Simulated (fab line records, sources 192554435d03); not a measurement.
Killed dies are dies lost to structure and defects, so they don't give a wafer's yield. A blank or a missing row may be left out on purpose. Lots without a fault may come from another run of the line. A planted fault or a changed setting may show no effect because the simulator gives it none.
Chamber matching | flow n5_finfet | N5_BEOL_M13_DESCUM_15 on rie_diel-05: 4 sister chambers
The step chemistry O2, time 7.9 s. 4 wafers are shown with their chamber, then 7 later ones without.

WAFERS WITH THEIR CHAMBER
wafer  | chamber | drypump_motor_current_A (A)
L079.6 | 2       | 5.1
L085.1 | 0       | 6.0
L088.1 | 1       | 5.8
L088.3 | 3       | 5.2

WAFERS WITHOUT THEIR CHAMBER
wafer  | drypump_motor_current_A (A)
L088.6 | 5.1
L092.2 | 5.1
L092.4 | 5.9
L092.5 | 5.1
L096.2 | 6.1
L096.4 | 5.2
L096.6 | 5.2

WHICH CHAMBER EACH WENT THROUGH
wafer  | from the rows above     | in truth
L088.6 | can't be placed: 2 or 3 | 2
L092.2 | can't be placed: 2 or 3 | 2
L092.4 | can't be placed: 0 or 1 | 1
L092.5 | can't be placed: 2 or 3 | 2
L096.2 | 0                       | 0
L096.4 | can't be placed: 3 or 2 | 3
L096.6 | can't be placed: 3 or 2 | 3
Placed correctly: 1 of 7. Can't be placed from these rows: 6 (the true chamber is among the candidates in 6). Placed wrongly: 0.
How it was worked out, from the rows above alone: a wafer's distance from a chamber is the root of the sum, over the readings, of the square of ((its reading less the chamber's mean) divided by the reading's scatter). The wafer belongs to the nearest chamber; if the next one is less than 2 further off, it can't be placed. A chamber's mean is the mean of its shown wafers. The scatter: with one shown wafer a chamber, the root of the mean of the squares of how far each hidden wafer lies from its nearest shown one.
